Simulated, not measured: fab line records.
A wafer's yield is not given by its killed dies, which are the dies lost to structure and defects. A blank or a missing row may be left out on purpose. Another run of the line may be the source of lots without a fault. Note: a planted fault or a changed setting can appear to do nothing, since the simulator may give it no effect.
Chamber matching || flow n5_finfet || 4 sister chambers for N5_MOL_CONTACT_COAG_ETCH_47 on rie_diel-05
The step etches SiNx in CH3F/O2, stops on W, target depth 27 nm. 8 wafers are shown with their chamber, then 7 later ones without.

## WAFERS WITH THEIR CHAMBER
{"wafer": "L079.1", "chamber": 1, "showerhead_plenum_p_Torr (Torr)": 1.96, "throttle_valve_pct (%)": 16.60}
{"wafer": "L080.2", "chamber": 1, "showerhead_plenum_p_Torr (Torr)": 1.96, "throttle_valve_pct (%)": 16.60}
{"wafer": "L080.4", "chamber": 0, "showerhead_plenum_p_Torr (Torr)": 2.10, "throttle_valve_pct (%)": 16.06}
{"wafer": "L086.1", "chamber": 2, "showerhead_plenum_p_Torr (Torr)": 2.07, "throttle_valve_pct (%)": 16.04}
{"wafer": "L086.2", "chamber": 0, "showerhead_plenum_p_Torr (Torr)": 2.10, "throttle_valve_pct (%)": 16.07}
{"wafer": "L086.3", "chamber": 3, "showerhead_plenum_p_Torr (Torr)": 1.98, "throttle_valve_pct (%)": 16.28}
{"wafer": "L090.3", "chamber": 3, "showerhead_plenum_p_Torr (Torr)": 1.98, "throttle_valve_pct (%)": 16.28}
{"wafer": "L090.4", "chamber": 2, "showerhead_plenum_p_Torr (Torr)": 2.06, "throttle_valve_pct (%)": 16.03}

## WAFERS WITH NO CHAMBER GIVEN
{"wafer": "L090.6", "showerhead_plenum_p_Torr (Torr)": 2.06, "throttle_valve_pct (%)": 16.05}
{"wafer": "L091.2", "showerhead_plenum_p_Torr (Torr)": 1.96, "throttle_valve_pct (%)": 16.15}
{"wafer": "L091.3", "showerhead_plenum_p_Torr (Torr)": 2.09, "throttle_valve_pct (%)": 16.10}
{"wafer": "L091.6", "showerhead_plenum_p_Torr (Torr)": 2.09, "throttle_valve_pct (%)": 16.09}
{"wafer": "L097.1", "showerhead_plenum_p_Torr (Torr)": 2.09, "throttle_valve_pct (%)": 16.12}
{"wafer": "L097.4", "showerhead_plenum_p_Torr (Torr)": 1.98, "throttle_valve_pct (%)": 16.30}
{"wafer": "L097.5", "showerhead_plenum_p_Torr (Torr)": 1.98, "throttle_valve_pct (%)": 16.31}

## WHICH CHAMBER EACH ONE RAN IN
{"wafer": "L090.6", "from the rows above": 2, "in truth": 2}
{"wafer": "L091.2", "from the rows above": 3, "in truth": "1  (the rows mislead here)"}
{"wafer": "L091.3", "from the rows above": 0, "in truth": 0}
{"wafer": "L091.6", "from the rows above": 0, "in truth": 0}
{"wafer": "L097.1", "from the rows above": 0, "in truth": 0}
{"wafer": "L097.4", "from the rows above": 3, "in truth": 3}
{"wafer": "L097.5", "from the rows above": 3, "in truth": 3}
Placed correctly: 6 of 7. From these rows, 0 cannot be placed. Placed wrongly: 1.
How it was worked out, from the rows above alone: a wafer's distance from a chamber is the root of the sum, over the readings, of the square of ((its reading less the chamber's mean) divided by the reading's scatter). If the next closest chamber is less than 2 further off than the closest, the wafer can't be placed; otherwise it belongs to the closest. Each chamber's mean is taken over the wafers shown for it. How the scatter is found: for the shown wafers, subtract from each reading the mean of its chamber, square and add these, divide the total by (wafers less chambers), then take the root.
